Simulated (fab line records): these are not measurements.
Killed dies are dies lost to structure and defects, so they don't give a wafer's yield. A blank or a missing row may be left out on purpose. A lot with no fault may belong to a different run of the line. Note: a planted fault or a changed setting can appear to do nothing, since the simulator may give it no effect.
What tool caused it? ; flow nandHarc ; at 1 step of a route of 1302, 24 lots with 72 wafers sampled

## WHAT EACH GAUGE READ, for each wafer
NHARC_A_SIN_REMOVE_INSPECT_04.
lot;measured;on;rawDefectCount
L074;day 20 18:25;defectInspect-01;261 353 308
L075;day 20 22:19;defectInspect-02;515 404 443
L076;day 21 13:26;defectInspect-02;278 292 299
L078;day 21 13:26;defectInspect-01;352 313 261
L077;day 21 22:32;defectInspect-01;270 459 300
L079;day 22 22:13;defectInspect-02;654 615 490
L080;day 23 08:08;defectInspect-01;535 420 683
L081;day 23 10:05;defectInspect-02;365 324 435
L082;day 24 03:47;defectInspect-02;332 396 420
L083;day 24 08:33;defectInspect-02;499 341 412
L084;day 24 20:32;defectInspect-01;384 286 294
L087;day 25 12:46;defectInspect-01;354 369 455
L085;day 25 12:46;defectInspect-02;484 380 473
L086;day 25 18:01;defectInspect-02;366 379 381
L088;day 26 10:01;defectInspect-01;313 325 373
L089;day 26 10:02;defectInspect-02;315 269 320
L092;day 27 12:04;defectInspect-01;391 440 321
L090;day 27 12:04;defectInspect-02;331 442 439
L091;day 28 07:07;defectInspect-02;458 342 302
L093;day 28 19:28;defectInspect-01;361 438 534
L095;day 28 23:59;defectInspect-02;541 454 478
L094;day 29 03:27;defectInspect-01;426 423 417
L096;day 29 16:56;defectInspect-01;490 449 431
L097;day 29 18:30;defectInspect-02;310 338 475

## TOOL THAT RAN EACH LOT (tool first, then ch and the chambers of the sampled wafers, then the start)
Record: no process step prior to these readings.

## AS READ BY THE TOOLS THEMSELVES (means over the sampled wafers that have a number; for cases with no such wafer, the mark the record gives instead)
The record holds no such reading with a usual standard deviation.

## THE ANSWER, worked out from the rows above alone
Rule: what is usual is taken from the lots themselves. Put in order of their means at a reading, lots are off if they are a third of the lots or fewer, leave a main group of 4 or more, and stand apart from it by a gap of 3 or more times the standard deviation of the main group's means; of several such gaps the widest counts. A main group is skipped when, at the precision printed for the reading in the tables above, its means are all equal. Also off: a lot with no number at a reading for which 4 or more lots have one. The other lots that the step has rows for count as sound. After the gauges, taken in route order, come the tools' own readings; for these a lot's mean is taken, as printed above. The first step at which some lot is off is used, and at that step the reading that is off furthest; a lot without a number counts as furthest.
Nothing can be told from this: no lot is off at any reading shown.

## WHAT THE SIMULATOR HAD INSERTED
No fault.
